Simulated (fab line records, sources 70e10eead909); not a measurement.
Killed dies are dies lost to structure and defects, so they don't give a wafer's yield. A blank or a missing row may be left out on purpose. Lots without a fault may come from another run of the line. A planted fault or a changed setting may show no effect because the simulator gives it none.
Chamber matching | flow nand_harc | NHARC_A_WL_FILL_CMP_12 on cmp-02: 4 sister chambers
The step polishes, t overpolish 30 s, target thk 100 nm. 14 wafers are shown with their chamber, then 7 later ones without.

WAFERS WITH THEIR CHAMBER
wafer  | chamber | motor_current_A (A) | overpolish_run_s (s) | slurry_filter_dp_kPa (kPa)
L074.3 | 2       | 12.5                | 30.002               | 13.59
L074.4 | 1       | 11.7                | 30.011               | 13.39
L074.6 | 2       | 12.8                | 30.012               | 13.30
L079.1 | 2       | 12.6                | 30.002               | 13.55
L079.2 | 0       | 10.3                | 30.027               | 13.47
L079.6 | 2       | 13.1                | 29.990               | 13.39
L082.1 | 2       | 12.7                | 30.003               | 13.62
L082.2 | 3       | 12.0                | 29.992               | 13.63
L082.4 | 0       | 10.6                | 30.011               | 13.31
L083.3 | 0       | 10.9                | 30.000               | 13.42
L083.5 | 3       | 11.5                | 29.993               | 13.70
L083.6 | 2       | 12.7                | 29.996               | 13.29
L086.3 | 0       | 10.3                | 30.021               | 13.40
L086.5 | 2       | 13.0                | 29.989               | 13.75

SIGNATURES (means of the wafers above)
reading              | chamber 0 | chamber 1 | chamber 2 | chamber 3 | scatter within a chamber
motor_current_A      | 10.525    | 11.700    | 12.771    | 11.750    | 0.254
overpolish_run_s     | 30.01475  | 30.01100  | 29.99914  | 29.99250  | 0.00902
slurry_filter_dp_kPa | 13.4000   | 13.3900   | 13.4986   | 13.6650   | 0.141
Rule: a wafer's distance from a chamber is the root of the sum, over the readings, of the square of ((its reading less the chamber's mean) divided by the reading's scatter). The wafer belongs to the nearest chamber; if the next one is less than 2 further off, it can't be placed. The scatter: the root of (the sum of the squares of (reading less its chamber's mean) over the shown wafers, divided by (wafers less chambers)).

WAFERS WITHOUT THEIR CHAMBER
wafer  | motor_current_A (A) | overpolish_run_s (s) | slurry_filter_dp_kPa (kPa)
L086.6 | 11.3                | 29.989               | 13.45
L085.1 | 10.6                | 29.993               | 13.38
L085.3 | 12.4                | 29.973               | 13.78
L085.5 | 11.4                | 29.990               | 13.63
L092.1 | 10.0                | 30.015               | 13.26
L092.3 | 11.9                | 29.993               | 13.36
L092.6 | 12.8                | 30.021               | 13.31

WHICH CHAMBER EACH WENT THROUGH
wafer  | from the rows above          | in truth
L086.6 | can't be placed: 3 or 1 or 0 | 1
L085.1 | 0                            | 0
L085.3 | can't be placed: 3 or 2      | 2
L085.5 | can't be placed: 3 or 1      | 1
L092.1 | 0                            | 0
L092.3 | can't be placed: 1 or 3 or 2 | 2
L092.6 | can't be placed: 2 or 1      | 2
Placed correctly: 2 of 7. Can't be placed from these rows: 5 (the true chamber is among the candidates in 5). Placed wrongly: 0.
